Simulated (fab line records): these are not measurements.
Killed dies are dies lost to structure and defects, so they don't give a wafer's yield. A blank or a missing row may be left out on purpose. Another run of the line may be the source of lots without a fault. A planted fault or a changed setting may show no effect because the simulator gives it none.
Chamber matching + flow nand_harc + NHARC_A_M0_DEP_32 on pecvd-02: 3 sister chambers
The step deposits SiCN, target thk 30 nm. 3 wafers are shown with their chamber, then 10 later ones without.

== WAFERS, EACH WITH ITS CHAMBER ==
| wafer  | chamber | heater_power_w (W) |
|--------|---------|--------------------|
| L090.5 | 1       | 576                |
| L094.2 | 2       | 477                |
| L094.4 | 0       | 549                |

== WAFERS WHOSE CHAMBER IS MISSING ==
| wafer  | heater_power_w (W) |
|--------|--------------------|
| L094.5 | 579                |
| L095.1 | 564                |
| L095.2 | 376                |
| L095.5 | 576                |
| L097.1 | 472                |
| L097.2 | 564                |
| L097.3 | 540                |
| L096.3 | 485                |
| L096.5 | 628                |
| L096.6 | 467                |

== CHAMBER TAKEN BY EACH ==
| wafer  | from the rows above          | in truth |
|--------|------------------------------|----------|
| L094.5 | can't be placed: 1 or 0      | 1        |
| L095.1 | can't be placed: 1 or 0      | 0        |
| L095.2 | can't be placed: 2 or 0      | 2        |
| L095.5 | can't be placed: 1 or 0      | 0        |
| L097.1 | can't be placed: 2 or 0      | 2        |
| L097.2 | can't be placed: 1 or 0      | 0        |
| L097.3 | can't be placed: 0 or 1 or 2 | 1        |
| L096.3 | can't be placed: 2 or 0      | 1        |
| L096.5 | can't be placed: 1 or 0      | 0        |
| L096.6 | can't be placed: 2 or 0      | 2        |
0 of 10 placed correctly. Cannot be placed on the basis of these rows: 10; the candidates contain the true chamber in 9. Placed wrongly: 0.
How it was worked out, from the rows above alone: a wafer's distance from a chamber is the root of the sum, over the readings, of the square of ((its reading less the chamber's mean) divided by the reading's scatter). The wafer belongs to the nearest chamber; if the next one is less than 2 further off, it can't be placed. The mean given for a chamber averages the wafers shown for that chamber. The scatter: with one shown wafer a chamber, the root of the mean of the squares of how far each hidden wafer lies from its nearest shown one.
